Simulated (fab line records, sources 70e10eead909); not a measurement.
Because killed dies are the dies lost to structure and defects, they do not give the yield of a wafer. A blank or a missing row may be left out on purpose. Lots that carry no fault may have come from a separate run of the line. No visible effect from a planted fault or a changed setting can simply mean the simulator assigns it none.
fab line records || flow nandHarc
record: {"lots": 6, "wafers": 18, "lastDay": 23}
route steps=1159 shown P_M1@311 P_M2@318
lots untouched by any fault: they come from a run of this same line in which no faults occurred
startH: hours from the record's first day to the start of the lot's first wafer shown || waitH: how many hours have passed since the lot's step before this one || " identical to the entry in the row above || L1.1+2: a row that stands for several wafers || - no value present, or no start provided || * or withheld: withheld || < > ~ a bound
route shown NAME@n: a module of which the file shows steps, and the number in the route of the first || usual: average and standard deviation across the fault-free wafers || same: alike in all rows || chamber/n: place in a boat || sites: each site's reading || _std_site: the values' standard deviation || _edge_site: the outer-site mean with the inner-site mean subtracted || radiusMm: for every site, how far away it sits from the centre of the wafer || mask NAME#n: copy n || behind: the last tool/chamber to shape the wafer || hold: why the lot went on hold/how many hours it stayed there/how the hold came to an end || device: the n, p or np transistor that did not switch || end of line: tests of these same wafers at the route's end || for a step that has no rows: nothing shown but its recipe || killed: at the first sort, the dies lost to defects and structure; wafer yield is something else || map: dies across one wafer; x = killed, . = not, _ = none there
set.NAME: the setting that was run; set.NAME@STEP: the one run at that earlier step || model.NAME: the simulator's own value behind a step, which no gauge read
lots seen at some steps along the route; tables by step, rows by wafer
services: when a tool's chamber went out of use (startH, in hours from the record's first day, below 0 if earlier), for how many hours, and the reason
== steps ==
step: NHARC_P_M1_CMP_23
recipe: {"tOverpolishS": 20, "targetThkNm": 157.82}
usual: {"motorCurrentA": "11.6/1.1", "slurryFlowMlMin": "150.0/0.49", "timeToEndpointS": "28.5/2.2"}
{"lot.wafer": "L469.1", "tool": "cmp-04", "chamber": 1, "startH": 131.27, "waitH": "-", "motorCurrentA": 10.6, "slurryFlowMlMin": 149.6, "timeToEndpointS": 29.5}
{"lot.wafer": "L469.4", "tool": "cmp-04", "chamber": 3, "startH": 131.27, "waitH": "-", "motorCurrentA": 10.9, "slurryFlowMlMin": 149.2, "timeToEndpointS": 29.6}
{"lot.wafer": "L469.5", "tool": "cmp-04", "chamber": 1, "startH": 131.27, "waitH": "-", "motorCurrentA": 10.4, "slurryFlowMlMin": 150.3, "timeToEndpointS": 27.0}
{"lot.wafer": "L474.3", "tool": "cmp-04", "chamber": 3, "startH": 157.43, "waitH": "-", "motorCurrentA": 10.6, "slurryFlowMlMin": 150.1, "timeToEndpointS": 27.5}
{"lot.wafer": "L474.4", "tool": "cmp-04", "chamber": 1, "startH": 157.43, "waitH": "-", "motorCurrentA": 10.9, "slurryFlowMlMin": 149.7, "timeToEndpointS": 26.9}
{"lot.wafer": "L474.5", "tool": "cmp-04", "chamber": 2, "startH": 157.43, "waitH": "-", "motorCurrentA": 11.7, "slurryFlowMlMin": 150.5, "timeToEndpointS": 27.7}
{"lot.wafer": "L480.1", "tool": "cmp-04", "chamber": 3, "startH": 196.70, "waitH": "-", "motorCurrentA": 11.5, "slurryFlowMlMin": 150.6, "timeToEndpointS": 28.7}
{"lot.wafer": "L480.3", "tool": "cmp-04", "chamber": 1, "startH": 196.70, "waitH": "-", "motorCurrentA": 10.5, "slurryFlowMlMin": 149.8, "timeToEndpointS": 25.4}
{"lot.wafer": "L480.6", "tool": "cmp-04", "chamber": 3, "startH": 196.70, "waitH": "-", "motorCurrentA": 11.1, "slurryFlowMlMin": 150.2, "timeToEndpointS": 26.5}
{"lot.wafer": "L482.4", "tool": "cmp-02", "chamber": 1, "startH": 215.26, "waitH": "-", "motorCurrentA": 11.6, "slurryFlowMlMin": 149.6, "timeToEndpointS": 29.9}
{"lot.wafer": "L482.1", "tool": "cmp-02", "chamber": 2, "startH": 215.26, "waitH": "-", "motorCurrentA": 13.7, "slurryFlowMlMin": 149.2, "timeToEndpointS": 29.4}
{"lot.wafer": "L482.3", "tool": "cmp-02", "chamber": 3, "startH": 215.26, "waitH": "-", "motorCurrentA": 11.9, "slurryFlowMlMin": 149.6, "timeToEndpointS": 27.9}
{"lot.wafer": "L486.3", "tool": "cmp-04", "chamber": 3, "startH": 222.85, "waitH": "-", "motorCurrentA": 11.2, "slurryFlowMlMin": 149.6, "timeToEndpointS": 28.2}
{"lot.wafer": "L486.5", "tool": "cmp-04", "chamber": 1, "startH": 222.85, "waitH": "-", "motorCurrentA": 10.8, "slurryFlowMlMin": 150.3, "timeToEndpointS": 27.7}
{"lot.wafer": "L486.6", "tool": "cmp-04", "chamber": 2, "startH": 222.85, "waitH": "-", "motorCurrentA": 11.7, "slurryFlowMlMin": 150.5, "timeToEndpointS": 26.8}
{"lot.wafer": "L491.4", "tool": "cmp-04", "chamber": 3, "startH": 252.06, "waitH": "-", "motorCurrentA": 11.3, "slurryFlowMlMin": 149.4, "timeToEndpointS": 30.4}
{"lot.wafer": "L491.5", "tool": "cmp-04", "chamber": 3, "startH": 252.06, "waitH": "-", "motorCurrentA": 11.6, "slurryFlowMlMin": 149.9, "timeToEndpointS": 31.8}
{"lot.wafer": "L491.6", "tool": "cmp-04", "chamber": 0, "startH": 252.06, "waitH": "-", "motorCurrentA": 12.1, "slurryFlowMlMin": 150.4, "timeToEndpointS": 27.8}
step: NHARC_P_M1_THK_MEAS_24
recipe: {"thkMeasGauge": "xrf"}
usual: {"thkNm": "158.0/1.5"}
{"lot.wafer": "L469.1", "tool": "filmMetro-02", "chamber": "-", "startH": 131.55, "waitH": "-", "thkNm": 158.3}
{"lot.wafer": "L469.4", "tool": "filmMetro-02", "chamber": "-", "startH": 131.55, "waitH": "-", "thkNm": 156.8}
{"lot.wafer": "L469.5", "tool": "filmMetro-02", "chamber": "-", "startH": 131.55, "waitH": "-", "thkNm": 157.8}
{"lot.wafer": "L474.3", "tool": "filmMetro-01", "chamber": "-", "startH": 157.71, "waitH": "-", "thkNm": 156.7}
{"lot.wafer": "L474.4", "tool": "filmMetro-01", "chamber": "-", "startH": 157.71, "waitH": "-", "thkNm": 159.8}
{"lot.wafer": "L474.5", "tool": "filmMetro-01", "chamber": "-", "startH": 157.71, "waitH": "-", "thkNm": 159.1}
{"lot.wafer": "L480.1", "tool": "filmMetro-02", "chamber": "-", "startH": 196.98, "waitH": "-", "thkNm": 157.2}
{"lot.wafer": "L480.3", "tool": "filmMetro-02", "chamber": "-", "startH": 196.98, "waitH": "-", "thkNm": 158.9}
{"lot.wafer": "L480.6", "tool": "filmMetro-02", "chamber": "-", "startH": 196.98, "waitH": "-", "thkNm": 157.7}
{"lot.wafer": "L482.1", "tool": "filmMetro-01", "chamber": "-", "startH": 215.57, "waitH": "-", "thkNm": 156.9}
{"lot.wafer": "L482.3", "tool": "filmMetro-01", "chamber": "-", "startH": 215.57, "waitH": "-", "thkNm": 158.0}
{"lot.wafer": "L482.4", "tool": "filmMetro-01", "chamber": "-", "startH": 215.57, "waitH": "-", "thkNm": 157.7}
{"lot.wafer": "L486.3", "tool": "filmMetro-01", "chamber": "-", "startH": 223.11, "waitH": "-", "thkNm": 156.5}
{"lot.wafer": "L486.5", "tool": "filmMetro-01", "chamber": "-", "startH": 223.11, "waitH": "-", "thkNm": 155.2}
{"lot.wafer": "L486.6", "tool": "filmMetro-01", "chamber": "-", "startH": 223.11, "waitH": "-", "thkNm": 158.0}
{"lot.wafer": "L491.4", "tool": "filmMetro-02", "chamber": "-", "startH": 252.38, "waitH": "-", "thkNm": 159.3}
{"lot.wafer": "L491.5", "tool": "filmMetro-02", "chamber": "-", "startH": 252.38, "waitH": "-", "thkNm": 160.2}
{"lot.wafer": "L491.6", "tool": "filmMetro-02", "chamber": "-", "startH": 252.38, "waitH": "-", "thkNm": 159.4}
step: NHARC_P_M1_SRD_25
step: NHARC_P_M1_INSPECT_27
usual: {"rawDefectCount": "321/140"}
{"lot.wafer": "L469.1", "tool": "defectInspect-02", "chamber": "-", "startH": 131.71, "waitH": 0.0, "rawDefectCount": 316}
{"lot.wafer": "L469.4", "tool": "defectInspect-02", "chamber": "-", "startH": 131.71, "waitH": 0.0, "rawDefectCount": 373}
{"lot.wafer": "L469.5", "tool": "defectInspect-02", "chamber": "-", "startH": 131.71, "waitH": 0.0, "rawDefectCount": 498}
{"lot.wafer": "L474.3", "tool": "defectInspect-01", "chamber": "-", "startH": 157.87, "waitH": 0.0, "rawDefectCount": 492}
{"lot.wafer": "L474.4", "tool": "defectInspect-01", "chamber": "-", "startH": 157.87, "waitH": 0.0, "rawDefectCount": 699}
{"lot.wafer": "L474.5", "tool": "defectInspect-01", "chamber": "-", "startH": 157.87, "waitH": 0.0, "rawDefectCount": 447}
{"lot.wafer": "L480.1", "tool": "defectInspect-02", "chamber": "-", "startH": 197.16, "waitH": 0.0, "rawDefectCount": 406}
{"lot.wafer": "L480.3", "tool": "defectInspect-02", "chamber": "-", "startH": 197.16, "waitH": 0.0, "rawDefectCount": 380}
{"lot.wafer": "L480.6", "tool": "defectInspect-02", "chamber": "-", "startH": 197.16, "waitH": 0.0, "rawDefectCount": 240}
{"lot.wafer": "L482.1", "tool": "defectInspect-01", "chamber": "-", "startH": 215.73, "waitH": 0.0, "rawDefectCount": 419}
{"lot.wafer": "L482.3", "tool": "defectInspect-01", "chamber": "-", "startH": 215.73, "waitH": 0.0, "rawDefectCount": 440}
{"lot.wafer": "L482.4", "tool": "defectInspect-01", "chamber": "-", "startH": 215.73, "waitH": 0.0, "rawDefectCount": 446}
{"lot.wafer": "L486.3", "tool": "defectInspect-02", "chamber": "-", "startH": 223.27, "waitH": 0.0, "rawDefectCount": 215}
{"lot.wafer": "L486.5", "tool": "defectInspect-02", "chamber": "-", "startH": 223.27, "waitH": 0.0, "rawDefectCount": 127}
{"lot.wafer": "L486.6", "tool": "defectInspect-02", "chamber": "-", "startH": 223.27, "waitH": 0.0, "rawDefectCount": 97}
{"lot.wafer": "L491.4", "tool": "defectInspect-01", "chamber": "-", "startH": 252.54, "waitH": 0.0, "rawDefectCount": 199}
{"lot.wafer": "L491.5", "tool": "defectInspect-01", "chamber": "-", "startH": 252.54, "waitH": 0.0, "rawDefectCount": 143}
{"lot.wafer": "L491.6", "tool": "defectInspect-01", "chamber": "-", "startH": 252.54, "waitH": 0.0, "rawDefectCount": 204}
step: NHARC_P_M1_PRE_CLEAN_32
recipe: {"timeS": 12, "tempC": 370, "rfPowerW": 300, "gas": "NH3"}
usual: {"heaterPowerW": "620/110"}
{"lot.wafer": "L469.1", "tool": "pecvd-02", "chamber": 1, "startH": 131.79, "waitH": 0.1, "heaterPowerW": 575}
{"lot.wafer": "L469.4", "tool": "pecvd-02", "chamber": 0, "startH": 131.79, "waitH": 0.1, "heaterPowerW": 417}
{"lot.wafer": "L469.5", "tool": "pecvd-02", "chamber": 2, "startH": 131.79, "waitH": 0.1, "heaterPowerW": 758}
{"lot.wafer": "L474.3", "tool": "pecvd-04", "chamber": 1, "startH": 158.00, "waitH": 0.1, "heaterPowerW": 608}
{"lot.wafer": "L474.4", "tool": "pecvd-04", "chamber": 1, "startH": 158.00, "waitH": 0.1, "heaterPowerW": 616}
{"lot.wafer": "L474.5", "tool": "pecvd-04", "chamber": 0, "startH": 158.00, "waitH": 0.1, "heaterPowerW": 730}
{"lot.wafer": "L480.1", "tool": "pecvd-03", "chamber": 2, "startH": 197.23, "waitH": 0.1, "heaterPowerW": 588}
{"lot.wafer": "L480.3", "tool": "pecvd-03", "chamber": 1, "startH": 197.23, "waitH": 0.1, "heaterPowerW": 757}
{"lot.wafer": "L480.6", "tool": "pecvd-03", "chamber": 2, "startH": 197.23, "waitH": 0.1, "heaterPowerW": 588}
{"lot.wafer": "L482.3", "tool": "pecvd-02", "chamber": 1, "startH": 215.86, "waitH": 0.1, "heaterPowerW": 535}
{"lot.wafer": "L482.1", "tool": "pecvd-02", "chamber": 2, "startH": 215.86, "waitH": 0.1, "heaterPowerW": 667}
{"lot.wafer": "L482.4", "tool": "pecvd-02", "chamber": 2, "startH": 215.86, "waitH": 0.1, "heaterPowerW": 634}
{"lot.wafer": "L486.3", "tool": "pecvd-04", "chamber": 1, "startH": 223.33, "waitH": 0.1, "heaterPowerW": 555}
{"lot.wafer": "L486.6", "tool": "pecvd-04", "chamber": 1, "startH": 223.33, "waitH": 0.1, "heaterPowerW": 534}
{"lot.wafer": "L486.5", "tool": "pecvd-04", "chamber": 0, "startH": 223.33, "waitH": 0.1, "heaterPowerW": 683}
{"lot.wafer": "L491.5", "tool": "pecvd-02", "chamber": 2, "startH": 252.65, "waitH": 0.1, "heaterPowerW": 703}
{"lot.wafer": "L491.6", "tool": "pecvd-02", "chamber": 0, "startH": 252.65, "waitH": 0.1, "heaterPowerW": 457}
{"lot.wafer": "L491.4", "tool": "pecvd-02", "chamber": 1, "startH": 252.65, "waitH": 0.1, "heaterPowerW": 562}
step: NHARC_P_M1_DEP_33
recipe: {"targetThkA": 300, "tempC": 370, "targetThkNm": 30, "pressureTorr": 3, "flowSccm": 200, "rfW": 450, "material": "SiCN"}
usual: {"heaterPowerW": "567/110"}
{"lot.wafer": "L469.1", "tool": "pecvd-02", "chamber": 1, "startH": 131.90, "waitH": 0.1, "heaterPowerW": 497}
{"lot.wafer": "L469.4", "tool": "pecvd-02", "chamber": 0, "startH": 131.90, "waitH": 0.1, "heaterPowerW": 356}
{"lot.wafer": "L469.5", "tool": "pecvd-02", "chamber": 2, "startH": 131.90, "waitH": 0.1, "heaterPowerW": 692}
{"lot.wafer": "L474.3", "tool": "pecvd-04", "chamber": 1, "startH": 158.08, "waitH": 0.1, "heaterPowerW": 541}
{"lot.wafer": "L474.4", "tool": "pecvd-04", "chamber": 1, "startH": 158.08, "waitH": 0.1, "heaterPowerW": 544}
{"lot.wafer": "L474.5", "tool": "pecvd-04", "chamber": 0, "startH": 158.08, "waitH": 0.1, "heaterPowerW": 647}
{"lot.wafer": "L480.1", "tool": "pecvd-03", "chamber": 2, "startH": 197.31, "waitH": 0.1, "heaterPowerW": 544}
{"lot.wafer": "L480.3", "tool": "pecvd-03", "chamber": 1, "startH": 197.31, "waitH": 0.1, "heaterPowerW": 765}
{"lot.wafer": "L480.6", "tool": "pecvd-03", "chamber": 2, "startH": 197.31, "waitH": 0.1, "heaterPowerW": 536}
{"lot.wafer": "L482.3", "tool": "pecvd-02", "chamber": 1, "startH": 215.94, "waitH": 0.1, "heaterPowerW": 503}
{"lot.wafer": "L482.1", "tool": "pecvd-02", "chamber": 2, "startH": 215.94, "waitH": 0.1, "heaterPowerW": 647}
{"lot.wafer": "L482.4", "tool": "pecvd-02", "chamber": 2, "startH": 215.94, "waitH": 0.1, "heaterPowerW": 639}
{"lot.wafer": "L486.3", "tool": "pecvd-04", "chamber": 1, "startH": 223.41, "waitH": 0.1, "heaterPowerW": 553}
{"lot.wafer": "L486.6", "tool": "pecvd-04", "chamber": 1, "startH": 223.41, "waitH": 0.1, "heaterPowerW": 568}
{"lot.wafer": "L486.5", "tool": "pecvd-04", "chamber": 0, "startH": 223.41, "waitH": 0.1, "heaterPowerW": 737}
{"lot.wafer": "L491.5", "tool": "pecvd-02", "chamber": 2, "startH": 252.82, "waitH": 0.2, "heaterPowerW": 684}
{"lot.wafer": "L491.6", "tool": "pecvd-02", "chamber": 0, "startH": 252.82, "waitH": 0.2, "heaterPowerW": 387}
{"lot.wafer": "L491.4", "tool": "pecvd-02", "chamber": 1, "startH": 252.82, "waitH": 0.2, "heaterPowerW": 502}
step: NHARC_P_M2_DEP_00
recipe: {"targetThkA": 1825, "targetThkNm": 182.5, "tempC": "withheld", "pressureTorr": 5, "flowSccm": 200, "rfW": 600, "material": "SiOC"}
step: NHARC_P_M2_DEHYDRATE_01
recipe: {"tempC": 150, "timeS": 120}
step: NHARC_P_M2_HMDS_02
recipe: {"timeS": 30}
step: NHARC_P_M2_COAT_34
recipe: {"tempC": 200, "timeS": 65}
step: NHARC_P_M2_COAT_03
recipe: {"spinRpm": 1500, "resistThkNm": 90}
step: NHARC_P_M2_SOFTBAKE_04
recipe: {"tempC": 105, "timeS": 55}
usual: {"heaterPowerTotalW": "188.42/0.14"}
{"lot.wafer": "L469.1", "tool": "lithoTrack-01", "chamber": 0, "startH": 132, "waitH": "-", "heaterPowerTotalW": 199.74}
{"lot.wafer": "L469.4", "tool": "lithoTrack-01", "chamber": 0, "startH": 132, "waitH": "-", "heaterPowerTotalW": 199.83}
{"lot.wafer": "L469.5", "tool": "lithoTrack-01", "chamber": 0, "startH": 132, "waitH": "-", "heaterPowerTotalW": 199.85}
{"lot.wafer": "L474.3", "tool": "lithoTrack-01", "chamber": 0, "startH": 158, "waitH": "-", "heaterPowerTotalW": 199.90}
{"lot.wafer": "L474.4", "tool": "lithoTrack-01", "chamber": 0, "startH": 158, "waitH": "-", "heaterPowerTotalW": 200.02}
{"lot.wafer": "L474.5", "tool": "lithoTrack-01", "chamber": 0, "startH": 158, "waitH": "-", "heaterPowerTotalW": 199.66}
{"lot.wafer": "L480.1", "tool": "lithoTrack-04", "chamber": 0, "startH": 198, "waitH": "-", "heaterPowerTotalW": 188.34}
{"lot.wafer": "L480.3", "tool": "lithoTrack-04", "chamber": 0, "startH": 198, "waitH": "-", "heaterPowerTotalW": 188.75}
{"lot.wafer": "L480.6", "tool": "lithoTrack-04", "chamber": 0, "startH": 198, "waitH": "-", "heaterPowerTotalW": 188.44}
{"lot.wafer": "L482.1", "tool": "lithoTrack-01", "chamber": 0, "startH": 216, "waitH": "-", "heaterPowerTotalW": 188.27}
{"lot.wafer": "L482.3", "tool": "lithoTrack-01", "chamber": 0, "startH": 216, "waitH": "-", "heaterPowerTotalW": 188.30}
{"lot.wafer": "L482.4", "tool": "lithoTrack-01", "chamber": 0, "startH": 216, "waitH": "-", "heaterPowerTotalW": 188.30}
{"lot.wafer": "L486.3", "tool": "lithoTrack-01", "chamber": 0, "startH": 224, "waitH": "-", "heaterPowerTotalW": 188.39}
{"lot.wafer": "L486.5", "tool": "lithoTrack-01", "chamber": 0, "startH": 224, "waitH": "-", "heaterPowerTotalW": 188.29}
{"lot.wafer": "L486.6", "tool": "lithoTrack-01", "chamber": 0, "startH": 224, "waitH": "-", "heaterPowerTotalW": 188.47}
{"lot.wafer": "L491.4", "tool": "lithoTrack-04", "chamber": 0, "startH": 253, "waitH": "-", "heaterPowerTotalW": 188.34}
{"lot.wafer": "L491.5", "tool": "lithoTrack-04", "chamber": 0, "startH": 253, "waitH": "-", "heaterPowerTotalW": 188.28}
{"lot.wafer": "L491.6", "tool": "lithoTrack-04", "chamber": 0, "startH": 253, "waitH": "-", "heaterPowerTotalW": 188.43}
step: NHARC_P_M2_EBR_05
== services ==
{"tool": "pecvd-03", "chamber": "-", "startH": 111.00, "hours": 13.0, "kind": "pm"}
{"tool": "cmp-02", "chamber": "-", "startH": 120.04, "hours": 0.9, "kind": "repair"}
{"tool": "pecvd-04", "chamber": "-", "startH": 124.51, "hours": 2.7, "kind": "repair"}
{"tool": "pecvd-02", "chamber": "-", "startH": 125.18, "hours": 0.8, "kind": "repair"}
{"tool": "pecvd-02", "chamber": "-", "startH": 128.19, "hours": 1.2, "kind": "repair"}
{"tool": "pecvd-03", "chamber": "-", "startH": 129.79, "hours": 8.6, "kind": "repair"}
{"tool": "cmp-02", "chamber": "-", "startH": 129.79, "hours": 4.0, "kind": "pm"}
{"tool": "cmp-04", "chamber": "-", "startH": 136.18, "hours": 0.3, "kind": "repair"}
{"tool": "pecvd-02", "chamber": "-", "startH": 137.56, "hours": 0.9, "kind": "repair"}
{"tool": "lithoTrack-04", "chamber": "-", "startH": 141.00, "hours": 7.0, "kind": "pm"}
{"tool": "pecvd-02", "chamber": "-", "startH": 153.03, "hours": 13.0, "kind": "pm"}
{"tool": "pecvd-02", "chamber": 0, "startH": 153.03, "hours": 13.0, "kind": "ventCycle"}
{"tool": "pecvd-02", "chamber": 1, "startH": 153.03, "hours": 13.0, "kind": "ventCycle"}
{"tool": "pecvd-02", "chamber": 2, "startH": 153.03, "hours": 26.8, "kind": "ventCycle"}
{"tool": "pecvd-02", "chamber": 0, "startH": 166.03, "hours": "-", "kind": "clean"}
{"tool": "pecvd-02", "chamber": 2, "startH": 180.33, "hours": 7.4, "kind": "repair"}
{"tool": "pecvd-04", "chamber": "-", "startH": 195.21, "hours": 13.0, "kind": "pm"}
{"tool": "cmp-04", "chamber": "-", "startH": 203.16, "hours": 4.0, "kind": "pm"}
{"tool": "pecvd-03", "chamber": 1, "startH": 203.19, "hours": 12.2, "kind": "repair"}
{"tool": "pecvd-03", "chamber": "-", "startH": 217.27, "hours": 2.7, "kind": "repair"}
{"tool": "cmp-02", "chamber": "-", "startH": 224.80, "hours": 3.3, "kind": "repair"}
{"tool": "cmp-02", "chamber": "-", "startH": 228.13, "hours": 4.0, "kind": "pm"}
{"tool": "pecvd-03", "chamber": 2, "startH": 229.26, "hours": 5.5, "kind": "repair"}
{"tool": "pecvd-02", "chamber": 2, "startH": 237.16, "hours": 14.4, "kind": "repair"}
== key ==
firstSign: {"step": "NHARC_P_M2_SOFTBAKE_04", "reading": "heaterPowerTotalW", "direction": "up", "sigmas": 84, "usual": "*", "struck": "*"}
effect none on later readings
metAt NHARC_P_M2_SOFTBAKE_04
struckWafers L469.1,L469.4,L469.5,L474.3,L474.4,L474.5
fault: {"kind": "processParameterDrift", "tool": "lithoTrack-01", "chamber": "-", "onsetH": 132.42, "steps": "NHARC_P_M2_SOFTBAKE_04", "channel": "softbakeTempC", "offset": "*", "shape": "step", "endH": 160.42, "actsIn": "*", "stated": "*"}
